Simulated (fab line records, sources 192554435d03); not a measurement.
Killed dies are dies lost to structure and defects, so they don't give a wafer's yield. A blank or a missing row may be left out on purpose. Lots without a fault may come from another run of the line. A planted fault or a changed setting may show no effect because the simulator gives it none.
fab line records | flow n5_finfet
record lots=8 wafers=24 last_day=21
route steps=1938 shown HKMG_FIN@434 GATE_CUT@469 BEOL_M4@1111 PASSIVATION@1936
lots that met no fault: from a run of the same line without faults
start_h: hours from the record's first day to the start of the lot's first wafer shown | wait_h: hours since the lot's step before | " the same as in the row above | L1.1+2: a row that stands for several wafers | - no value, or no start given | * or withheld: withheld | < > ~ a bound
route shown NAME@n: a module of which the file shows steps, and the number in the route of the first | usual: mean/standard deviation of fault-free wafers | same: alike in all rows | chamber/n: place in a boat | sites: the reading at each site | _std_site: their standard deviation | _edge_site: outer sites' mean less inner sites' | radius_mm: how far each site lies from the wafer's centre | mask NAME#n: copy n | behind: the tool/chamber that last shaped the wafer | hold: why the lot was held/for how many hours/how that ended | device: the transistor (n, p or np) that didn't switch | end of line: the same wafers' tests at the end of the route | a step without rows: its recipe alone | killed: dies lost to structure and defects at the first sort, not the wafer's yield | map: a wafer's dies, x killed, . not, _ none there
set.NAME: the setting as run; set.NAME@STEP: as run at that earlier step | model.NAME: the simulator's own value behind a step, which no gauge read
steps of the route over a sample of lots; a table a step, a row a wafer
services: from which hour (start_h, from the record's first day; less than 0 if before it) a tool's chamber was out of use, for how many hours, and why
## steps
# step N5_HKMG_FIN_ETCH_31
# recipe chemistry=CF4 target=SiARC target_depth_a=455 mask_material=CAR-ArF time_s=75.8 ion_energy_ev=80 pressure_mtorr=40 source_w=545 bias_w=36 Ar_flow_sccm=100 cf4_flow_sccm=100 ends=cleared
# usual bias_w=36.00/0.1 cf4_flow_sccm=100.0/0.3 chamber_pressure_mTorr=40.00/0.04 drypump_motor_current_A=5.8/0.41 etch_rf_on_time_s=76.1/1 oes_product_au=0.65/0.069 rf_vpp_V=184.4/1.2 showerhead_plenum_p_Torr=2.16/0.081 throttle_valve_pct=15.70/0.15
# columns lot.wafer tool chamber start_h wait_h bias_w cf4_flow_sccm chamber_pressure_mTorr drypump_motor_current_A etch_rf_on_time_s oes_product_au rf_hours_counter_h rf_vpp_V showerhead_plenum_p_Torr throttle_valve_pct
L844.2 rie_diel-05 2 86.17 0.0 35.99 100.2 40.05 5.7 74.8 0.62 190 185.5 2.21 15.94
L844.4 " 0 " " 35.80 99.8 39.93 6.3 76.8 0.60 240 184.4 2.19 15.89
L844.5 " 0 " " 35.90 99.9 39.96 6.3 77.7 0.59 - 185.5 2.19 15.90
L845.4 rie_diel-02 3 86.89 0.0 36.06 100.2 40.08 5.6 78.3 0.67 113 182.0 2.07 15.71
L845.5 " 1 " " 35.96 99.7 39.96 5.7 76.2 0.66 - 184.9 2.23 15.56
L845.6 " 2 " " 35.88 99.8 39.98 5.7 75.7 0.72 - 186.2 2.25 15.58
L853.4 rie_diel-02 3 136.60 0.0 36.08 100.0 40.00 5.6 78.3 0.66 129 182.2 2.06 15.74
L853.5 " 3 " " 35.94 100.0 40.00 5.6 77.4 0.67 - 181.5 2.06 15.73
L853.6 " 0 " " 35.93 100.2 39.99 5.6 76.5 0.61 - 181.8 2.05 15.57
L856.2 rie_diel-05 1 154.95 0.0 36.19 99.8 40.03 5.4 76.4 0.57 249 182.9 2.03 15.77
L856.4 " 0 " " 36.00 100.0 40.00 6.3 75.3 0.82 7 184.7 2.18 15.44
L856.6 " 2 " " 36.17 100.0 40.08 5.8 75.0 0.60 - 186.3 2.20 15.99
L857.2 rie_diel-02 1 159.31 0.0 35.91 99.9 39.95 5.7 75.3 0.64 159 185.9 2.22 15.61
L857.5 " 3 " " 35.92 100.2 40.02 5.6 77.3 0.66 - 182.7 2.06 15.74
L857.6 " 0 " " 35.98 100.0 39.99 5.6 75.5 0.62 - 183.5 2.05 15.58
L864.4 rie_diel-02 2 202.38 0.0 35.96 100.1 39.99 5.7 75.7 0.68 105 186.3 2.24 15.66
L864.5 " 3 " " 35.95 99.5 40.01 5.6 78.6 0.64 - 184.5 2.05 15.76
L864.6 " 2 " " 36.11 100.2 39.96 5.7 76.1 0.68 - 186.5 2.24 15.67
L865.3 rie_diel-04 0 209.00 0.0 36.13 100.0 39.95 6.1 73.3 0.82 13 185.1 2.28 15.41
L865.4 " 2 " " 36.07 100.0 40.01 5.1 76.3 0.59 223 183.4 2.12 15.79
L865.6 " 3 " " 36.04 100.4 40.01 5.1 76.2 0.59 - 184.6 2.19 15.85
L866.3 rie_diel-05 3 218.64 0.0 35.94 100.0 40.01 6.6 76.4 0.60 205 184.6 2.21 15.78
L866.4 " 0 " " 36.05 100.4 40.05 6.3 74.9 0.77 31 183.4 2.17 15.48
L866.5 " 0 " " 35.96 100.4 39.98 6.3 75.4 0.76 - 185.3 2.18 15.49
# step N5_HKMG_FIN_STRIP_34
# recipe chemistry=CF4 resist=SiARC power_w=300 bias_power_w=75 pressure_mtorr=50 cf4_flow_sccm=150 rf_frequency_hz=6e+07
# usual chamber_pressure_mTorr=50.00/0.051 drypump_motor_current_A=5.8/0.41 oes_product_au=0.76/0.076 power_w=300.0/0.81 rf_vpp_V=271.5/1.5 showerhead_plenum_p_Torr=1.81/0.067 throttle_valve_pct=13.67/0.17
# columns lot.wafer tool chamber start_h wait_h chamber_pressure_mTorr drypump_motor_current_A oes_product_au power_w rf_hours_counter_h rf_vpp_V showerhead_plenum_p_Torr throttle_valve_pct
L844.2 rie_diel-05 2 86.41 0.0 49.92 5.7 0.72 299.5 190 272.7 1.85 13.90
L844.4 " 0 " " 50.01 6.3 0.70 298.8 240 271.9 1.83 13.91
L844.5 " 0 " " 49.96 6.3 0.70 300.4 - 271.1 1.83 13.90
L845.4 rie_diel-02 3 87.13 0.0 50.04 5.6 0.79 300.0 113 270.5 1.73 13.67
L845.5 " 1 " " 49.98 5.8 0.76 298.5 - 271.3 1.87 13.53
L845.6 " 2 " " 50.03 5.6 0.83 301.2 - 275.2 1.89 13.55
L853.4 rie_diel-02 3 136.85 0.0 50.00 5.6 0.79 300.1 130 269.1 1.73 13.68
L853.5 " 3 " " 49.99 5.6 0.79 300.2 - 269.2 1.73 13.70
L853.6 " 0 " " 50.02 5.6 0.72 302.3 - 270.2 1.72 13.56
L856.2 rie_diel-05 1 155.20 0.0 50.05 5.4 0.67 300.4 249 270.1 1.70 13.78
L856.4 " 0 " " 50.00 6.3 0.94 299.5 7 272.9 1.83 13.37
L856.6 " 2 " " 50.01 5.8 0.70 298.7 - 272.4 1.84 13.96
L857.2 rie_diel-02 1 159.56 0.0 50.09 5.8 0.74 300.4 159 272.1 1.86 13.59
L857.5 " 3 " " 49.99 5.6 0.77 299.8 - 270.2 1.72 13.71
L857.6 " 0 " " 50.06 5.6 0.71 300.9 - 268.3 1.72 13.57
L864.4 rie_diel-02 2 202.62 0.0 50.03 5.6 0.78 299.9 105 274.4 1.88 13.64
L864.5 " 3 " " 49.91 5.6 0.76 299.3 - 269.2 1.72 13.74
L864.6 " 2 " " 50.04 5.6 0.78 298.0 - 273.0 1.88 13.63
L865.3 rie_diel-04 0 209.24 0.0 50.00 6.1 0.92 300.6 13 273.3 1.91 13.37
L865.4 " 2 " " 50.01 5.1 0.69 299.8 223 270.3 1.77 13.80
L865.6 " 3 " " 50.14 5.1 0.68 301.4 - 273.4 1.83 13.86
L866.3 rie_diel-05 3 218.88 0.0 50.01 6.6 0.70 299.1 205 272.1 1.85 13.77
L866.4 " 0 " " 49.97 6.3 0.88 300.2 31 272.3 1.82 13.42
L866.5 " 0 " " 50.05 6.3 0.88 300.7 - 272.0 1.82 13.42
# step N5_HKMG_FIN_ETCH_35
# recipe chemistry=N2/H2 target=SOC target_depth_a=2158 ion_energy_ev=65 bias_w=5 source_w=3000 time_s=243.4 pressure_mtorr=30 n2_flow_sccm=200 h2_flow_sccm=200
# usual bias_w=5.000/0.014 chamber_pressure_mTorr=29.998/0.026 drypump_motor_current_A=5.8/0.41 oes_product_au=0.76/0.081 rf_vpp_V=141.6/1.1 showerhead_plenum_p_Torr=2.57/0.1 throttle_valve_pct=17.97/0.15
# columns lot.wafer tool chamber start_h wait_h bias_w chamber_pressure_mTorr drypump_motor_current_A oes_product_au rf_hours_counter_h rf_vpp_V showerhead_plenum_p_Torr throttle_valve_pct
L844.2 rie_diel-05 2 86.43 0.0 5.027 29.958 5.8 0.72 190 143.3 2.63 18.12
L844.4 " 0 " " 5.013 30.002 6.3 0.69 240 141.8 2.62 18.28
L844.5 " 0 " " 5.014 30.000 6.3 0.69 - 140.8 2.62 18.28
L845.4 rie_diel-02 3 87.15 0.0 5.020 30.007 5.6 0.79 113 141.4 2.45 17.98
L845.5 " 1 " " 4.993 29.945 5.8 0.77 - 142.8 2.66 17.78
L845.6 " 2 " " 4.991 30.016 5.7 0.85 - 140.6 2.69 17.98
L853.4 rie_diel-02 3 136.87 0.0 5.020 30.007 5.6 0.78 130 139.3 2.45 18.00
L853.5 " 3 " " 4.996 30.025 5.6 0.78 - 141.5 2.45 18.01
L853.6 " 0 " " 5.008 30.018 5.6 0.73 - 141.4 2.43 17.75
L856.2 rie_diel-05 1 155.22 0.0 5.001 30.039 5.4 0.67 249 140.6 2.41 18.14
L856.4 " 0 " " 4.985 29.959 6.3 0.94 7 142.2 2.61 17.87
L856.6 " 2 " " 4.998 29.954 5.8 0.71 - 141.4 2.62 18.14
L857.2 rie_diel-02 1 159.58 0.0 5.017 29.978 5.8 0.75 159 140.8 2.64 17.81
L857.5 " 3 " " 5.000 30.033 5.6 0.77 - 142.7 2.44 18.00
L857.6 " 0 " " 4.995 30.012 5.6 0.72 - 139.6 2.43 17.74
L864.4 rie_diel-02 2 202.64 0.0 4.987 30.023 5.6 0.80 105 142.1 2.68 18.04
L864.5 " 3 " " 4.997 30.006 5.6 0.76 - 140.3 2.44 18.05
L864.6 " 2 " " 5.010 29.976 5.6 0.79 - 141.9 2.68 18.05
L865.3 rie_diel-04 0 209.26 0.0 5.022 29.976 6.1 0.95 13 143.6 2.72 17.72
L865.4 " 2 " " 4.975 30.009 5.2 0.69 223 142.5 2.50 17.88
L865.6 " 3 " " 5.003 30.015 5.1 0.69 - 142.7 2.60 18.16
L866.3 rie_diel-05 3 218.90 0.0 5.018 30.008 6.6 0.70 205 142.0 2.62 17.96
L866.4 " 0 " " 5.015 30.020 6.3 0.90 31 141.7 2.60 17.91
L866.5 " 0 " " 5.008 30.009 6.3 0.89 - 142.6 2.60 17.91
# step N5_GATE_CUT_ETCH_58
# recipe chemistry=CH3F/O2 target=SiNx target_depth_a=170 time_s=128.6 ion_energy_ev=50 pressure_mtorr=30 source_w=415 bias_w=21 Ar_flow_sccm=150 CH3F_flow_sccm=30 O2_flow_sccm=20
# usual CH3F_flow_sccm=30.01/0.097 O2_flow_sccm=20.00/0.065 chamber_pressure_mTorr=29.998/0.026 drypump_motor_current_A=5.9/0.37 oes_product_au=0.81/0.087 rf_vpp_V=99.1/0.84 showerhead_plenum_p_Torr=2.00/0.059 throttle_valve_pct=16.29/0.18
# columns lot.wafer tool chamber start_h wait_h CH3F_flow_sccm O2_flow_sccm chamber_pressure_mTorr drypump_motor_current_A oes_product_au rf_hours_counter_h rf_vpp_V showerhead_plenum_p_Torr throttle_valve_pct
L844.2 rie_diel-03 2 90.94 0.1 29.94 20.00 29.989 5.9 0.89 24 99.0 2.04 16.19
L844.4 " 3 " " 30.05 19.98 29.970 6.1 0.83 68 99.9 1.94 16.07
L844.5 " 0 " " 30.02 20.06 29.985 6.0 0.93 - 97.5 1.97 16.35
L845.4 rie_diel-03 2 91.61 0.0 30.16 19.93 29.988 5.9 0.89 24 99.8 2.04 16.18
L845.5 " 3 " " 29.92 19.96 30.001 6.2 0.85 - 100.0 1.94 16.07
L845.6 " 2 " " 30.02 20.00 29.989 5.9 0.89 - 98.9 2.04 16.18
L853.4 rie_diel-03 0 141.39 0.0 30.04 19.98 29.987 6.0 0.90 26 99.3 1.97 16.38
L853.5 " 1 " " 30.06 19.99 29.990 5.1 0.71 - 99.9 2.06 16.18
L853.6 " 0 " " 29.97 20.03 29.987 6.0 0.89 - 99.8 1.97 16.36
L856.2 rie_diel-03 1 159.82 0.1 - - - - - - - - -
L856.4 " 2 " " - - - - - - - - -
L856.6 " 0 " " - - - - - - - - -
L857.2 rie_diel-06 1 164.07 0.0 - - - - - - - - -
L857.5 " 1 " " - - - - - - - - -
L857.6 " 2 " " - - - - - - - - -
L864.4 rie_diel-06 3 207.05 0.0 29.92 19.87 30.000 5.8 0.69 240 98.7 1.89 16.25
L864.5 " 1 " " 29.93 19.85 30.004 6.3 0.93 - 98.0 1.97 16.30
L864.6 " 0 " " 30.15 19.96 29.982 6.5 0.76 - 100.3 2.08 16.30
L865.3 rie_diel-01 0 214.25 0.2 29.96 19.97 29.986 5.4 0.91 21 99.4 1.97 16.25
L865.4 " 1 " " 29.98 19.98 29.960 5.6 0.70 247 98.5 1.89 16.65
L865.6 " 3 " " 29.93 20.03 29.976 6.1 0.89 - 97.5 2.03 16.11
L866.3 rie_diel-03 3 223.68 0.1 29.92 19.91 29.993 6.2 0.80 108 97.7 1.93 16.16
L866.4 " 1 " " 30.02 20.09 30.017 5.2 0.69 235 98.0 2.05 16.23
L866.5 " 1 " " 29.81 19.99 30.022 5.2 0.70 - 100.9 2.05 16.21
# step N5_BEOL_M4_RC_MEAS_101
# usual DIBL_N=36.3/1.1 DIBL_P=36.3/1.4 IOFF_N=0.155/0.019 IOFF_P=0.211/0.027 ION_N=672/8.5 ION_P=462/5.8 SS_N=71.5/0.56 SS_P=73.3/0.52 VT_N=249.9/2.5 VT_P=-249.8/2.8
# columns lot.wafer tool chamber start_h wait_h DIBL_N[mV/V] DIBL_P[mV/V] IOFF_N[nA/um] IOFF_P[nA/um] ION_N[uA/um] ION_P[uA/um] SS_N[mV/dec] SS_P[mV/dec] VT_N[mV] VT_P[mV]
L844.2 prober-01 0 210.19 0.2 37.5 38.2 0.185 0.238 676 460 71.3 74.3 247.9 -248.6
L844.4 " 0 " " 37.8 39.5 0.200 0.248 675 459 73.1 74.2 245.3 -248.1
L844.5 " 0 " " 35.0 35.7 0.143 0.190 670 463 71.3 73.0 250.0 -251.1
L845.4 prober-01 0 228.86 0.5 35.6 36.9 0.152 0.178 669 451 71.1 73.6 248.7 -253.7
L845.5 " 0 " " 34.9 35.4 0.134 0.170 670 456 71.3 73.3 249.2 -252.4
L845.6 " 0 " " 35.7 35.9 0.153 0.178 671 455 72.0 73.3 251.5 -253.4
L853.4 prober-02 0 322.57 0.5 36.8 35.7 0.137 0.201 677 467 70.4 72.5 250.5 -250.7
L853.5 " 0 " " 37.9 37.1 0.163 0.222 675 468 71.6 73.2 249.0 -246.1
L853.6 " 0 " " 37.7 37.4 0.156 0.216 672 461 71.7 74.0 248.3 -251.8
L856.2 prober-01 0 346.64 0.2 36.8 37.0 0.144 0.238 663 460 72.3 73.7 251.8 -247.6
L856.4 " 0 " " 34.9 35.0 0.116 0.204 650 455 71.6 72.6 257.1 -250.4
L856.6 " 0 " " 37.2 37.4 0.153 0.250 665 460 72.1 73.7 251.9 -248.8
L857.2 prober-02 0 355.04 0.2 36.0 35.6 0.151 0.238 667 468 71.7 73.2 248.3 -246.1
L857.5 " 0 " " 34.5 33.9 0.128 0.210 662 464 70.8 72.8 253.7 -245.9
L857.6 " 0 " " 36.7 36.1 0.169 0.253 682 467 71.6 72.9 245.5 -243.8
L866.3 prober-02 0 364.69 0.3 37.2 36.6 0.171 0.241 678 467 72.2 73.7 251.6 -246.2
L866.4 " 0 " " 38.7 36.8 0.196 0.250 671 461 72.8 73.2 246.3 -246.9
L866.5 " 0 " " 37.2 35.6 0.161 0.223 674 464 71.9 73.3 247.5 -249.5
L864.4 prober-01 0 368.66 0.5 34.9 37.6 0.168 0.241 668 470 70.4 73.3 247.3 -247.3
L864.5 " 0 " " 34.3 36.8 0.150 0.235 673 472 71.7 73.1 249.5 -244.4
L864.6 " 0 " " 34.9 36.6 0.157 0.232 665 465 71.8 72.6 251.7 -248.7
L865.3 prober-01 0 401.12 0.3 35.6 35.2 0.158 0.210 682 464 72.1 73.3 248.2 -248.4
L865.4 " 0 " " 36.3 34.7 0.159 0.200 666 459 72.0 73.4 249.2 -250.9
L865.6 " 0 " " 36.0 35.2 0.158 0.205 675 458 71.3 73.0 249.8 -249.2
# step N5_PASSIVATION_PROBE_49
# usual defect_limited_yield=91.4/1.2 killed_at_M0_to_M3=34/10 killed_at_M4_up=14/5.1 killed_at_contacts=12/6.4 killed_at_front_end=38/9.3 killed_at_other=4/3 killed_dies=102/15 killed_on_rim=13/3.6 killed_open=67/12 killed_short=33/6.9 sort_bin_5_function=5.0/0.86 sort_bin_6_memory=3.2/0.58 sort_bin_8_speed=0.00/0.0099 sort_n_pass=1078/15 sort_yield_pct=91.4/1.2
# same gross_dies=1180 killed_at_back_side=0 sort_bin_4_leakage[%]=0
# columns lot.wafer tool chamber start_h wait_h defect_limited_yield[%] killed_at_M0_to_M3 killed_at_M4_up killed_at_contacts killed_at_front_end killed_at_other killed_dies killed_on_rim killed_open killed_short sort_bin_5_function[%] sort_bin_6_memory[%] sort_bin_8_speed[%] sort_n_pass sort_yield_pct[%]
L844.2 prober-02 - 313.71 0.1 91.9 17 16 17 41 5 96 13 67 23 4.1 4.0 0 1084 91.9
L844.4 prober-02 - 313.81 0.2 91.5 29 10 11 41 9 100 9 58 42 4.6 3.3 0 1080 91.5
L844.5 prober-02 - 313.86 0.2 91.4 32 4 13 47 5 101 11 64 36 5.2 3.1 0 1079 91.4
L845.4 prober-01 - 337.80 0.2 91.7 48 14 8 25 3 98 15 68 26 4.7 3.2 0 1082 91.7
L845.5 prober-01 - 337.85 0.2 90.3 42 24 6 39 3 114 8 74 39 6.1 3.2 0 1066 90.3
L845.6 prober-01 - 337.90 0.3 88.6 52 20 3 59 1 135 15 85 44 6.4 4.5 0 1045 88.6
L853.4 prober-02 - 422.04 0.3 92.9 23 16 4 36 5 84 9 51 30 4.7 2.4 0 1096 92.9
L853.5 prober-02 - 422.09 0.4 91.2 52 11 6 30 5 104 12 64 36 4.7 3.7 0 1076 91.2
L853.6 prober-02 - 422.14 0.4 90.9 31 16 14 46 0 107 12 71 33 5.5 3.3 0 1073 90.9
L857.2 prober-02 - 468.68 0.3 91.4 22 8 18 48 6 102 10 64 36 4.9 3.3 0 1078 91.4
L857.5 prober-02 - 468.83 0.4 92.5 29 9 18 32 0 88 7 61 27 4.2 3.1 0 1092 92.5
L857.6 prober-02 - 468.88 0.5 91.0 34 10 10 51 1 106 13 60 46 5.8 2.5 0 1074 91.0
L866.3 prober-02 - 484.24 0.1 88.0 58 15 13 52 4 142 17 106 35 8.0 3.8 0 1038 88.0
L866.4 prober-02 - 484.29 0.2 89.2 60 9 18 38 3 128 13 86 39 6.1 4.2 0 1052 89.2
L866.5 prober-02 - 484.34 0.2 91.8 37 9 15 35 1 97 16 73 24 5.8 1.9 0 1083 91.8
L865.3 prober-01 - 511.95 0.1 90.5 61 10 10 31 0 112 21 74 38 5.6 3.4 0 1068 90.5
L865.4 prober-01 - 512.00 0.2 89.2 66 19 3 39 0 127 12 80 45 6.1 3.9 0 1053 89.2
L865.6 prober-01 - 512.10 0.3 91.4 46 10 10 35 0 101 12 64 36 4.6 3.7 0 1079 91.4
# killed by level:class
L844.2 BEOL_M4:geometric_particle:open=11 STI_FIN_REVEAL:geometric_particle:open=10 MOL_CONTACT_COAG:geometric_particle:open=10 FIN_SAQP:geometric_particle:open=9 MOL_CONTACT_COAG:geometric_particle:short=5 BEOL_M3:geometric_particle:open=5 FIN_SAQP:geometric_particle:short=4 STI_FIN_REVEAL:geometric_particle:short=4
L844.4 STI_FIN_REVEAL:geometric_particle:open=11 BEOL_M0_SAQP:geometric_particle:short=10 FIN_SAQP:geometric_particle:short=9 MOL_CONTACT_COAG:geometric_particle:open=9 BEOL_M0_SAQP:geometric_particle:open=7 BEOL_M3:geometric_particle:open=6 FIN_SAQP:geometric_particle:open=5 BEOL_M8:geometric_particle:open=4
L844.5 STI_FIN_REVEAL:geometric_particle:open=19 MOL_CONTACT_COAG:geometric_particle:open=10 BEOL_M0_SAQP:geometric_particle:open=10 BEOL_M0_SAQP:geometric_particle:short=9 FIN_SAQP:geometric_particle:short=6 GATE_CUT:geometric_particle:short=5 BEOL_M2:geometric_particle:open=5 DUMMY_GATE:geometric_particle:short=4
L845.4 BEOL_M0_SAQP:geometric_particle:open=14 FIN_SAQP:geometric_particle:open=12 BEOL_M0_SAQP:geometric_particle:short=12 BEOL_M3:geometric_particle:open=11 MOL_CONTACT_COAG:geometric_particle:open=7 BEOL_M1:geometric_particle:open=4 BEOL_M2:geometric_particle:open=4 DUMMY_GATE:geometric_particle:open=3
L845.5 FIN_SAQP:geometric_particle:open=18 BEOL_M0_SAQP:geometric_particle:short=11 BEOL_M4:geometric_particle:open=10 BEOL_M0_SAQP:geometric_particle:open=8 BEOL_M3:geometric_particle:open=7 GATE_CUT:geometric_particle:short=6 FIN_SAQP:geometric_particle:short=5 MOL_CONTACT_COAG:geometric_particle:open=5
L845.6 BEOL_M0_SAQP:geometric_particle:open=16 BEOL_M0_SAQP:geometric_particle:short=15 FIN_SAQP:geometric_particle:open=14 STI_FIN_REVEAL:geometric_particle:open=12 FIN_SAQP:geometric_particle:short=8 BEOL_M4:geometric_particle:open=8 BEOL_M3:geometric_particle:open=8 DUMMY_GATE:geometric_particle:open=6
L853.4 FIN_SAQP:geometric_particle:short=7 BEOL_M4:geometric_particle:open=6 STI_FIN_REVEAL:geometric_particle:open=5 BEOL_M3:geometric_particle:open=5 GATE_CUT:geometric_particle:short=5 BEOL_M3:geometric_particle:short=5 STARTING-WAFER:geometric_particle:open=5 FIN_SAQP:geometric_particle:open=4
L853.5 BEOL_M0_SAQP:geometric_particle:open=11 BEOL_M0_SAQP:geometric_particle:short=11 BEOL_M0:geometric_particle:open=8 FIN_SAQP:geometric_particle:short=6 BEOL_M2:geometric_particle:open=6 MOL_CONTACT_COAG:geometric_particle:open=5 BEOL_M1:geometric_particle:open=5 BEOL_M3:geometric_particle:open=5
L853.6 FIN_SAQP:geometric_particle:open=14 BEOL_M1:geometric_particle:open=10 MOL_CONTACT_COAG:geometric_particle:open=8 FIN_SAQP:geometric_particle:short=6 MOL_CONTACT_COAG:geometric_particle:short=6 BEOL_M3:geometric_particle:open=6 STI_FIN_REVEAL:geometric_particle:open=5 BEOL_M4:geometric_particle:open=5
L857.2 MOL_CONTACT_COAG:geometric_particle:open=12 STI_FIN_REVEAL:geometric_particle:open=10 FIN_SAQP:geometric_particle:open=9 DUMMY_GATE:geometric_particle:open=7 GATE_CUT:geometric_particle:short=7 MOL_CONTACT_COAG:geometric_particle:short=6 BEOL_M1:geometric_particle:open=4 BEOL_M2:geometric_particle:open=4
L857.5 MOL_CONTACT_COAG:geometric_particle:open=14 BEOL_M2:geometric_particle:open=9 FIN_SAQP:geometric_particle:short=8 BEOL_M0_SAQP:geometric_particle:short=7 BEOL_M4:geometric_particle:open=6 STARTING-WAFER:geometric_particle:open=5 FIN_SAQP:geometric_particle:open=4 GATE_CUT:geometric_particle:open=4
L857.6 GATE_CUT:geometric_particle:short=10 FIN_SAQP:geometric_particle:short=8 BEOL_M0_SAQP:geometric_particle:short=8 BEOL_M2:geometric_particle:open=8 MOL_CONTACT_COAG:geometric_particle:open=7 BEOL_M0_SAQP:geometric_particle:open=7 STARTING-WAFER:geometric_particle:short=6 FIN_SAQP:geometric_particle:open=5
L866.3 BEOL_M0_SAQP:geometric_particle:open=13 BEOL_M2:geometric_particle:open=12 FIN_SAQP:geometric_particle:open=11 MOL_CONTACT_COAG:geometric_particle:open=10 BEOL_M1:geometric_particle:open=10 BEOL_M3:geometric_particle:open=10 STI_FIN_REVEAL:geometric_particle:open=9 STI_FIN_REVEAL:geometric_particle:short=6
L866.4 MOL_CONTACT_COAG:geometric_particle:open=16 BEOL_M0_SAQP:geometric_particle:short=15 BEOL_M0_SAQP:geometric_particle:open=15 STI_FIN_REVEAL:geometric_particle:open=14 BEOL_M2:geometric_particle:open=10 FIN_SAQP:geometric_particle:open=6 BEOL_M3:geometric_particle:open=6 STARTING-WAFER:geometric_particle:open=6
L866.5 BEOL_M2:geometric_particle:open=14 MOL_CONTACT_COAG:geometric_particle:open=14 DUMMY_GATE:geometric_particle:open=9 BEOL_M1:geometric_particle:open=9 STI_FIN_REVEAL:geometric_particle:open=8 BEOL_M0_SAQP:geometric_particle:short=7 FIN_SAQP:geometric_particle:open=6 STARTING-WAFER:geometric_particle:short=5
L865.3 BEOL_M0_SAQP:geometric_particle:open=16 BEOL_M0_SAQP:geometric_particle:short=15 BEOL_M2:geometric_particle:open=11 MOL_CONTACT_COAG:geometric_particle:open=7 STI_FIN_REVEAL:geometric_particle:open=6 BEOL_M3:geometric_particle:open=6 FIN_SAQP:geometric_particle:open=5 GATE_CUT:geometric_particle:short=4
L865.4 BEOL_M0_SAQP:geometric_particle:short=14 BEOL_M2:geometric_particle:open=13 BEOL_M4:geometric_particle:open=9 FIN_SAQP:geometric_particle:open=8 GATE_CUT:geometric_particle:short=8 BEOL_M1:geometric_particle:open=8 BEOL_M3:geometric_particle:open=8 BEOL_M0:geometric_particle:open=7
L865.6 BEOL_M0_SAQP:geometric_particle:open=12 BEOL_M1:geometric_particle:open=11 MOL_CONTACT_COAG:geometric_particle:open=9 STI_FIN_REVEAL:geometric_particle:open=7 FIN_SAQP:geometric_particle:short=6 GATE_CUT:geometric_particle:short=6 BEOL_M3:geometric_particle:short=6 BEOL_M0_SAQP:geometric_particle:short=5
## services
# columns tool chamber start_h hours kind
rie_diel-04 3 81.15 6.9 repair
rie_diel-03 - 82.64 0.7 repair
rie_diel-03 3 106.94 1.8 repair
rie_diel-05 0 113.99 - clean
rie_diel-05 0 113.99 - consumable_replace:focus_ring
rie_diel-05 0 113.99 24.4 scheduled_down
rie_diel-05 0 113.99 24.4 vent_cycle
rie_diel-03 0 125.34 6.0 repair
rie_diel-05 1 126.71 2.8 repair
rie_diel-05 2 144.20 3.8 repair
rie_diel-01 2 154.65 6.9 repair
rie_diel-04 0 157.01 - clean
rie_diel-04 0 157.01 - consumable_replace:focus_ring
rie_diel-04 0 157.01 - consumable_replace:showerhead
rie_diel-04 0 157.01 20.0 scheduled_down
rie_diel-04 0 157.01 20.0 vent_cycle
rie_diel-05 1 157.39 - clean
rie_diel-05 1 157.39 - consumable_replace:focus_ring
rie_diel-05 1 157.39 - consumable_replace:showerhead
rie_diel-05 1 157.39 18.2 scheduled_down
rie_diel-05 1 157.39 18.2 vent_cycle
rie_diel-05 - 172.97 2.8 pm
rie_diel-01 0 189.86 5.1 repair
rie_diel-01 2 208.89 1.8 repair
## key
first_sign step=N5_GATE_CUT_ETCH_58 reading=tool_record direction=missing
effect none on later readings
met_at N5_GATE_CUT_ETCH_58
struck_lots L856,L857
not_acting_at N5_HKMG_FIN_ETCH_31,N5_HKMG_FIN_STRIP_34,N5_HKMG_FIN_ETCH_35
onset_between 141.39 159.82
fault kind=skipped_step_whole tool=rie_diel-03,rie_diel-06 chamber=- onset_h=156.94 steps=N5_GATE_CUT_ETCH_58 scope=struck_lots_only
